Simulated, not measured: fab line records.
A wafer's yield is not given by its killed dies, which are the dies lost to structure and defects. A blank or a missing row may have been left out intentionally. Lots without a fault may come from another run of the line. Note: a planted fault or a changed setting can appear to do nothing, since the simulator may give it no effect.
fab line records	flow n5-finfet
record lots=7	wafers=21
route steps=1938 shown BEOL_M15@1801 MIM_BOT_LITHO@1858 PASSIVATION@1929
start-h: hours from the record's first day to the start of the lot's first wafer shown	wait-h: hours from the lot's prior step to this one	" as in the row above	L1.1+2: several wafers, shown together as one row	- value missing, or start not given	* or withheld: withheld	< > ~ a bound
route shown NAME@n: names a module that has steps shown in the file, with the first one's number in the route	usual: the fault-free wafers' mean and standard deviation	same: alike in all rows	chamber/n: place in a boat	sites: readings site by site	_std_site: how widely they spread, as a standard deviation	_edge_site: the outer-site mean with the inner-site mean subtracted	radius-mm: how far each site lies from the wafer's centre	mask NAME#n: copy n	behind: the last tool/chamber to shape the wafer	hold: why the lot went on hold/how many hours it stayed there/how the hold came to an end	device: names the non-switching transistor (n, p or np)	end of line: the route-end tests of the same wafers	a step without rows: its recipe alone	killed: not the wafer's yield, but the dies lost to structure and defects at the first sort	map: dies across one wafer; x = killed, . = not, _ = none there
set.NAME: the setting that was run; set.NAME@STEP: the one run at that earlier step	model.NAME: the simulator's own value behind a step, which no gauge read
lots whose settings were changed on purpose; a table a step, a row a wafer
## steps
# step N5_BEOL_M15_PEB_26
# recipe peb-temp-c=130	peb-time-s=90
lot.wafer	tool	chamber	start-h	wait-h	set.peb-temp-c
L074.1+3	litho-track-04	0	250.75	0.1	130
L074.2	"	0	"	"	132.7
L077.3+5	litho-track-05	0	275.38	0.0	130
L077.4	"	0	"	"	126.7
L078.2+4+5	litho-track-04	0	284.58	0.0	130
L081.3+4+5	litho-track-04	0	297.69	0.0	130
L084.1+4+5	litho-track-05	0	313.91	0.1	130
L087.1+3+4	litho-track-04	0	332.26	0.1	133
L094.3+4	litho-track-03	0	404.78	0.0	132.5
L094.6	"	0	"	"	130
# step N5_BEOL_M15_DEVELOP_27
# recipe develop-time-s=45	rinse-liquid=diw	dry=air-spin	dev-temp-c=21
# step N5_BEOL_M15_HARDBAKE_32
# recipe temp-c=130	time-s=120
# step N5_BEOL_M15_CD_MEAS_28
# recipe target-cd-nm=407.6	landing-energy-ev=500	detector=se-inlens
# usual cd-nm=407.8/1.8
lot.wafer	tool	chamber	start-h	wait-h	set.dose-mj@BEOL_M15_EXPOSE_25	set.peb-temp-c@BEOL_M15_PEB_26	cd-nm
L074.1	cd-sem-03	0	250.87	-	35.5	130	410.7
L074.2	"	0	"	"	35.5	132.7	422.5
L074.3	"	0	"	"	35.5	130	408.6
L077.3	cd-sem-01	0	275.50	-	35.5	130	406.1
L077.4	"	0	"	"	33.66	126.7	383.4
L077.5	"	0	"	"	35.5	130	407.1
L078.2	cd-sem-01	0	284.70	-	33.75	130	400.1
L078.4	"	0	"	"	35.5	130	408.3
L078.5	"	0	"	"	33.75	130	397.3
L081.3	cd-sem-03	0	297.81	-	35.5	130	408.2
L081.4	"	0	"	"	33.74	130	400.7
L081.5	"	0	"	"	33.74	130	401.2
L084.1	cd-sem-03	0	314.02	-	35.5	130	409.9
L084.4	"	0	"	"	35.5	130	407.4
L084.5	"	0	"	"	35.5	130	406.3
L087.1	cd-sem-03	0	332.38	-	35.5	133	419.9
L087.3	"	0	"	"	37.48	133	428.9
L087.4	"	0	"	"	37.48	133	430.1
L094.3	cd-sem-02	0	404.90	-	35.5	132.5	418.9
L094.4	"	0	"	"	35.5	132.5	422.6
L094.6	"	0	"	"	35.5	130	411.7
# step N5_BEOL_M15_DESCUM_33
# recipe chemistry=O2	time-s=7.9	source-power-w=50	bias-power-w=20	pressure-mtorr=20	rf-frequency-hz=2.712e+07	temp-c=40	o2-flow-sccm=225
lot.wafer	tool	chamber	start-h	wait-h	set.dose-mj@BEOL_M15_EXPOSE_25	set.peb-temp-c@BEOL_M15_PEB_26	model.BEOL_M15.cd-nm
L074.1	rie-diel-04	0	251.01	0.1	35.5	130	410.8
L074.2	"	3	"	"	35.5	132.7	422.4
L074.3	"	1	"	"	35.5	130	408.6
L077.3	rie-diel-02	3	276.66	1.1	35.5	130	405.8
L077.4	"	0	"	"	33.66	126.7	384
L077.5	"	2	"	"	35.5	130	407
L078.2	rie-diel-02	0	284.79	0.0	33.75	130	400.2
L078.4	"	3	"	"	35.5	130	408.4
L078.5	"	1	"	"	33.75	130	397.6
L081.3	rie-diel-03	1	297.90	0.0	35.5	130	408.4
L081.4	"	3	"	"	33.74	130	400.6
L081.5	"	2	"	"	33.74	130	401.4
L084.1	rie-diel-02	1	314.37	0.3	35.5	130	410.2
L084.4	"	2	"	"	35.5	130	407.2
L084.5	"	1	"	"	35.5	130	406
L087.1	rie-diel-04	2	332.47	0.0	35.5	133	420
L087.3	"	3	"	"	37.48	133	428.6
L087.4	"	2	"	"	37.48	133	430
L094.3	rie-diel-03	1	404.98	0.0	35.5	132.5	419
L094.4	"	0	"	"	35.5	132.5	422.2
L094.6	"	2	"	"	35.5	130	411.2
# step N5_BEOL_M15_ETCH_61
# recipe chemistry=N2/H2	target=BARC	target-depth-a=890	overetch-a=267	time-s=67.9	ion-energy-ev=200	pressure-mtorr=30	source-w=840	bias-w=150	n2-flow-sccm=200	h2-flow-sccm=200
lot.wafer	tool	chamber	start-h	wait-h	set.dose-mj@BEOL_M15_EXPOSE_25	set.peb-temp-c@BEOL_M15_PEB_26	model.BEOL_M15.cd-nm
L074.1	rie-diel-04	0	251.05	0.0	35.5	130	403
L074.2	"	3	"	"	35.5	132.7	415
L074.3	"	1	"	"	35.5	130	400.8
L077.3	rie-diel-02	3	276.70	0.0	35.5	130	398.8
L077.4	"	0	"	"	33.66	126.7	375.4
L077.5	"	2	"	"	35.5	130	400
L078.2	rie-diel-02	0	284.82	0.0	33.75	130	391
L078.4	"	3	"	"	35.5	130	400
L078.5	"	1	"	"	33.75	130	389.8
L081.3	rie-diel-03	1	297.93	0.0	35.5	130	400.8
L081.4	"	3	"	"	33.74	130	393.4
L081.5	"	2	"	"	33.74	130	394.4
L084.1	rie-diel-02	1	314.41	0.0	35.5	130	403.4
L084.4	"	2	"	"	35.5	130	399.6
L084.5	"	1	"	"	35.5	130	398.8
L087.1	rie-diel-04	2	332.50	0.0	35.5	133	411.8
L087.3	"	3	"	"	37.48	133	421
L087.4	"	2	"	"	37.48	133	422
L094.3	rie-diel-03	1	405.02	0.0	35.5	132.5	411
L094.4	"	0	"	"	35.5	132.5	414
L094.6	"	2	"	"	35.5	130	404
# step N5_BEOL_M15_TRENCH_ETCH_34
# recipe chemistry=C4F8/O2/Ar	target=SiO2	target-depth-a=8729.3	he-inner-torr=15	he-outer-torr=30	time-s=199	ion-energy-ev=800	pressure-mtorr=20	source-w=1905	bias-w=2040	Ar_flow_sccm=400	C4F8_flow_sccm=16	O2_flow_sccm=12
lot.wafer	tool	chamber	start-h	wait-h	set.dose-mj@BEOL_M15_EXPOSE_25	set.peb-temp-c@BEOL_M15_PEB_26	model.BEOL_M15.cd-nm
L074.1	rie-diel-04	0	251.10	0.0	35.5	130	403
L074.2	"	3	"	"	35.5	132.7	416.2
L074.3	"	1	"	"	35.5	130	401
L077.3	rie-diel-02	3	276.75	0.0	35.5	130	399.4
L077.4	"	0	"	"	33.66	126.7	374.6
L077.5	"	2	"	"	35.5	130	399.6
L078.2	rie-diel-02	0	284.87	0.0	33.75	130	390.4
L078.4	"	3	"	"	35.5	130	400.6
L078.5	"	1	"	"	33.75	130	390
L081.3	rie-diel-03	1	297.98	0.0	35.5	130	400.6
L081.4	"	3	"	"	33.74	130	393.2
L081.5	"	2	"	"	33.74	130	394.6
L084.1	rie-diel-02	1	314.46	0.0	35.5	130	403.4
L084.4	"	2	"	"	35.5	130	399.4
L084.5	"	1	"	"	35.5	130	398.8
L087.1	rie-diel-04	2	332.55	0.0	35.5	133	410.4
L087.3	"	3	"	"	37.48	133	421.6
L087.4	"	2	"	"	37.48	133	420.6
L094.3	rie-diel-03	1	405.07	0.0	35.5	132.5	411
L094.4	"	0	"	"	35.5	132.5	413.4
L094.6	"	2	"	"	35.5	130	403.8
# step N5_BEOL_M15_STRIP_36
# recipe chemistry=O2	power-w=600	temp-c=60	pressure-mtorr=30	rf-frequency-hz=6e+07	bias-power-w=0	overash-fraction=0.3	o2-flow-sccm=225
# step N5_BEOL_M15_STRIP_62
# recipe chemistry=O2	power-w=600	temp-c=60	pressure-mtorr=30	rf-frequency-hz=6e+07	bias-power-w=0	overash-fraction=0.3	o2-flow-sccm=225
# step N5_BEOL_M15_STRIP_37
# recipe chemistry=O2	power-w=600	temp-c=60	pressure-mtorr=30	rf-frequency-hz=6e+07	bias-power-w=0	overash-fraction=0.3	o2-flow-sccm=225
# step N5_BEOL_M15_ETCH_38
# recipe chemistry=CF4/N2	target=SiCN	target-depth-a=1064	taper-deg=2	time-s=120.5	ion-energy-ev=150	mask-material=SiO2	pressure-mtorr=40	source-w=430	bias-w=70	Ar_flow_sccm=100	cf4-flow-sccm=60	n2-flow-sccm=60
lot.wafer	tool	chamber	start-h	wait-h	set.dose-mj@BEOL_M15_EXPOSE_25	set.peb-temp-c@BEOL_M15_PEB_26	model.BEOL_M15.cd-nm
L074.1	rie-diel-03	2	-	-	35.5	130	403
L074.2	"	3	"	"	35.5	132.7	416.4
L074.3	"	1	"	"	35.5	130	401.2
L077.3+5	rie-diel-02	1,0	-	-	35.5	130	399.4
L077.4	"	2	"	"	33.66	126.7	374.6
L078.2	rie-diel-02	2	-	-	33.75	130	390.4
L078.4	"	0	"	"	35.5	130	400.4
L078.5	"	0	"	"	33.75	130	390
L081.3	rie-diel-03	1	-	-	35.5	130	400.6
L081.4	"	3	"	"	33.74	130	393.2
L081.5	"	1	"	"	33.74	130	394.8
L084.1	rie-diel-03	2	-	-	35.5	130	403.6
L084.4	"	0	"	"	35.5	130	399.4
L084.5	"	3	"	"	35.5	130	399
L087.1	rie-diel-04	1	-	-	35.5	133	410.6
L087.3	"	0	"	"	37.48	133	421.6
L087.4	"	3	"	"	37.48	133	420.6
L094.3	rie-diel-02	0	-	-	35.5	132.5	411
L094.4	"	1	"	"	35.5	132.5	413.4
L094.6	"	1	"	"	35.5	130	403.8
# step N5_MIM_BOT_LITHO_EXPOSE_05
# recipe mask-id=MIM_BOT	na=0.55	source-shape=conventional	sigma-outer=0.8	polarization=unpolarized	dose-mj=24.25
lot.wafer	tool	chamber	start-h	wait-h	mask	set.dose-mj
L074.1+2+3	krf-scanner-02	0	262.60	-	MIM_BOT#0	24.25
L077.3+4	krf-scanner-01	0	285.41	-	MIM_BOT#0	24.25
L077.5	"	0	"	"	MIM_BOT#0	25.59
L078.2+4+5	krf-scanner-02	0	293.29	-	MIM_BOT#0	24.25
L081.3+4	krf-scanner-02	0	310.84	-	MIM_BOT#0	24.25
L081.5	"	0	"	"	MIM_BOT#0	22.44
L084.1+4+5	krf-scanner-02	0	329.43	-	MIM_BOT#0	24.25
L087.1+3	krf-scanner-02	0	355.69	-	MIM_BOT#0	24.25
L087.4	"	0	"	"	MIM_BOT#0	25.17
L094.3+4	krf-scanner-02	0	416.56	-	MIM_BOT#0	24.25
L094.6	"	0	"	"	MIM_BOT#0	25.53
# step N5_MIM_BOT_LITHO_PEB_06
# recipe peb-temp-c=withheld	peb-time-s=*
# step N5_MIM_BOT_LITHO_DEVELOP_07
# recipe develop-time-s=60	rinse-liquid=diw	dry=air-spin	dev-temp-c=21
# step N5_MIM_BOT_LITHO_HARDBAKE_09
# recipe temp-c=130	time-s=120
# step N5_MIM_BOT_LITHO_CD_MEAS_08
# recipe target-cd-nm=3000	landing-energy-ev=500	detector=se-inlens	polarity=opening
# usual cd-nm=3000.6/2.1
lot.wafer	tool	chamber	start-h	wait-h	set.dose-mj@MIM_BOT_LITHO_EXPOSE_05	cd-nm
L074.1	cd-sem-01	0	262.77	-	24.25	3004.5
L074.2	"	0	"	"	24.25	3000.5
L074.3	"	0	"	"	24.25	3003.4
L077.3	cd-sem-01	0	285.58	-	24.25	3004.4
L077.4	"	0	"	"	24.25	3004.3
L077.5	"	0	"	"	25.59	3011.4
L078.2	cd-sem-03	0	293.46	-	24.25	2997.6
L078.4	"	0	"	"	24.25	2996.9
L078.5	"	0	"	"	24.25	3001.1
L081.3	cd-sem-01	0	311.00	-	24.25	3001.4
L081.4	"	0	"	"	24.25	3001.7
L081.5	"	0	"	"	22.44	2988.2
L084.1	cd-sem-02	0	329.61	-	24.25	3001.3
L084.4	"	0	"	"	24.25	3000.5
L084.5	"	0	"	"	24.25	3001.9
L087.1	cd-sem-02	0	355.86	-	24.25	2999.6
L087.3	"	0	"	"	24.25	2997.9
L087.4	"	0	"	"	25.17	3006.1
L094.3	cd-sem-03	0	416.72	-	24.25	2997.2
L094.4	"	0	"	"	24.25	2997.1
L094.6	"	0	"	"	25.53	3009.0
# step N5_PASSIVATION_PASS_ETCH_47
# recipe chemistry=CF4/O2	target=SiNx	target-depth-a=7700	time-s=385	ion-energy-ev=100	pressure-mtorr=40	source-w=535	bias-w=49	Ar_flow_sccm=100	cf4-flow-sccm=100	O2_flow_sccm=10
lot.wafer	tool	chamber	start-h	wait-h	set.time-s	model.etch.depth-nm
L074.1	rie-diel-05	0	268.95	0.0	356.5	703.4
L074.2	"	1	"	"	385	786.2
L074.3	"	3	"	"	356.5	702.1
L077.3	rie-diel-06	0	291.72	0.1	421.1	810.3
L077.4	"	3	"	"	421.1	826.8
L077.5	"	0	"	"	421.1	809.6
L078.2	rie-diel-06	3	300.98	0.0	305.1	608.6
L078.4	"	3	"	"	305.1	608
L078.5	"	1	"	"	385	797.4
L081.3	rie-diel-01	1	317.96	0.0	385	740.9
L081.4	"	0	"	"	432.6	845.7
L081.5	"	3	"	"	385	778.6
L084.1	rie-diel-06	2	335.31	0.0	385	788.9
L084.4	"	1	"	"	385	802.1
L084.5	"	0	"	"	385	733.7
L087.1	rie-diel-05	0	363.35	0.0	385	752.1
L087.3	"	2	"	"	385	747.8
L087.4	"	1	"	"	385	788
L094.3	rie-diel-06	1	422.78	0.0	307	636.5
L094.4	"	0	"	"	385	718.1
L094.6	"	2	"	"	385	791.3
## key
split step=N5_BEOL_M15_PEB_26	setting=peb-temp-c	stated=130	by=wafer
response step=N5_BEOL_M15_CD_MEAS_28	reading=cd-nm	slope=+5.55	per=1%	together-with=dose-mj@BEOL_M15_EXPOSE_25	explained=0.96
response step=N5_BEOL_M15_DESCUM_33	reading=model.BEOL_M15.cd-nm	slope=+5.48	per=1%	together-with=dose-mj@BEOL_M15_EXPOSE_25	explained=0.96
response step=N5_BEOL_M15_ETCH_61	reading=model.BEOL_M15.cd-nm	slope=+5.65	per=1%	together-with=dose-mj@BEOL_M15_EXPOSE_25	explained=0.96
response step=N5_BEOL_M15_TRENCH_ETCH_34	reading=model.BEOL_M15.cd-nm	slope=+5.86	per=1%	together-with=dose-mj@BEOL_M15_EXPOSE_25	explained=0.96
response step=N5_BEOL_M15_ETCH_38	reading=model.BEOL_M15.cd-nm	slope=+5.89	per=1%	together-with=dose-mj@BEOL_M15_EXPOSE_25	explained=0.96
split step=N5_MIM_BOT_LITHO_EXPOSE_05	setting=dose-mj	stated=24.25	by=wafer
response step=N5_MIM_BOT_LITHO_CD_MEAS_08	reading=cd-nm	change=+1.78	per=1%	r=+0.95
split step=N5_PASSIVATION_PASS_ETCH_47	setting=time-s	stated=385	by=wafer
response step=N5_PASSIVATION_PASS_ETCH_47	reading=model.etch.depth-nm	change=+7.63	per=1%	r=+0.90
split outside-this-file step=N5_BEOL_M15_EXPOSE_25 setting=dose-mj
# split outside-this-file: this setting was split too, and the file shows its column; the key of that split is in another file
